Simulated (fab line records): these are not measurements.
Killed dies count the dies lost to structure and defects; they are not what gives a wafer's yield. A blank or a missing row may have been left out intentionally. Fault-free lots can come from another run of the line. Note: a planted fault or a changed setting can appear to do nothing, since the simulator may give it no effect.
Comparing a struck lot with a sound one	flow nandHarc	15 steps out of a route of 1159
Sound: wafers L961.3, L961.5, L961.6. Struck: wafer L977.5 (left out: L977.1, L977.2 of the same lot, which were not struck); the cause appears at the end.
Per side, at each step with rows, come the tool, then ch with its chambers, and then its first start. Under that, the readings that differ: sound wafers	struck wafers	difference of the means	sigmas: that difference in standard deviations of wafers without a fault.
alike: a reading whose means differ by less than 2 such deviations, as well as words and numbers matching on both sides. not compared: withheld readings; readings where some wafer has no value; bounds like >300 that might hide an equal value; numbers whose values overlap and for which the record gives no deviation.
Wherever a step has rows on one side only, a row that says differs or no value, or a row with sigmas, the two part there. When numbers do not overlap yet have no deviation, they are printed without sigmas and do not part them. A reading that every wafer of one side lacks parts them only if that side has two wafers or more.

first, 8 steps without rows for these wafers: NHARC_A_BLC_COAT_02 (time 75 s); NHARC_A_BLC_COAT_03 (time 65 s); NHARC_A_BLC_COAT_04 (resist thk 90 nm); NHARC_A_BLC_SOFTBAKE_05 (time 55 s); NHARC_A_BLC_EBR_06; NHARC_A_BLC_EXPOSE_07 (exposes mask A BLC, target cd 100 nm); NHARC_A_BLC_PEB_08 (peb time 65 s); NHARC_A_BLC_DEVELOP_09 (develop time 35 s).
NHARC_A_BLC_CD_MEAS_10 targets a cd of 100 nm.
  sound on cdSem-03 ch 0, day 17 08:35; struck on cdSem-03 ch 0, day 21 22:14
  alike: cdNm
NHARC_A_BLC_OVL_MEAS_11:
  struck on overlay-01, day 21 22:20; sound on overlay-02, day 17 08:40
  alike: overlayXNm, overlayYNm
NHARC_A_BLC_INSPECT_12:
  struck on defectInspect-01, day 21 22:22; sound on defectInspect-02, day 17 08:42
  alike: rawDefectCount
NHARC_A_BLC_DESCUM_15: chemistry O2, time 3 s.
  sound on rieDiel-11 ch 0,1, day 17 08:46; struck on rieDiel-09 ch 2, day 21 22:26
reading	sound	struck	difference	sigmas
oesProductAu (a.u.)	1.002 1.013 0.999	0.983	-0.022	-2
  alike: drypumpMotorCurrentA, rfVppV, showerheadPlenumPTorr, throttleValvePct
  not compared: rfHoursCounterH
NHARC_A_BLC_ETCH_16: etches the open film in CF4, target depth 39 nm, time 65 s.
  sound on rieDiel-11 ch 1,3, day 17 08:53; struck on rieDiel-09 ch 0, day 21 22:32
reading	sound	struck	difference	sigmas
runLengthS (s)	86.5 86.8 86.3	68.2	-18.3	-35
  alike: drypumpMotorCurrentA, oesProductAu, rfVppV, showerheadPlenumPTorr, throttleValvePct
  not compared: biasW, rfFwdPowerW, rfHoursCounterH
NHARC_A_BLC_ETCH_17: etches the open film in N2/H2, target depth 390 nm, time 609.38 s.
  sound: rieDiel-11 ch 1,3; struck: rieDiel-09 ch 0
reading	sound	struck	difference	sigmas
oesProductAu (a.u.)	1.000 1.004 1.005	0.985	-0.018	-2
  alike: biasW, drypumpMotorCurrentA, rfFwdPowerW, rfVppV, runLengthS, showerheadPlenumPTorr, throttleValvePct
  not compared: rfHoursCounterH
-- jump in the record: it breaks off in module A_BLC and resumes in module END (first step shown: number 1159 of the route), and 2 days separate the struck wafers' starts before and after --
NHARC_END_SORT_01:
  only the struck wafers appear in the record here, on prober-02 ch 0 at day 24 02:43; the sound ones have no rows

== WHERE THEY PART ==
First at NHARC_A_BLC_DESCUM_15; last, within this record, at NHARC_END_SORT_01.

WHY: the cause the simulator had injected
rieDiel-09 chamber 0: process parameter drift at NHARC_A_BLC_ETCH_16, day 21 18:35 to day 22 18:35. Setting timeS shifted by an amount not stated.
